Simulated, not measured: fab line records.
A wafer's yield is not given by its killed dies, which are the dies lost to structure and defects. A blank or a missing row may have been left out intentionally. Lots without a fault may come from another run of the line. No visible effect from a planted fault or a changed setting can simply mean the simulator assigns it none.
Matching of chambers	flow n5Finfet	N5_BEOL_M9_STRIP_19 on rieDiel-04: 4 sister chambers
The step strips in O2. 4 wafers are shown with their chamber, then 7 later ones without.

WAFERS PAIRED WITH THEIR CHAMBERS
wafer	chamber	drypumpMotorCurrentA (A)
L087.5	2	6.4
L090.3	1	5.3
L093.3	3	5.7
L093.4	0	5.9

WAFERS WITHOUT THEIR CHAMBER
wafer	drypumpMotorCurrentA (A)
L093.6	6.4
L096.1	5.4
L096.5	5.3
L096.6	6.4
L095.2	5.7
L095.4	6.4
L095.6	5.7

THE CHAMBER EACH PASSED THROUGH
wafer	from the rows above	in truth
L093.6	2	2
L096.1	1	1
L096.5	1	1
L096.6	2	2
L095.2	3	3
L095.4	2	2
L095.6	3	3
Placed correctly: 7 of 7. From these rows, 0 cannot be placed. Number placed wrongly: 0.
How it was worked out, from the rows above alone: a wafer's distance from a chamber is the root of the sum, over the readings, of the square of ((its reading less the chamber's mean) divided by the reading's scatter). The wafer belongs to the nearest chamber; if the next one is less than 2 further off, it can't be placed. A chamber's mean is the mean of its shown wafers. The scatter: with one shown wafer a chamber, the root of the mean of the squares of how far each hidden wafer lies from its nearest shown one.
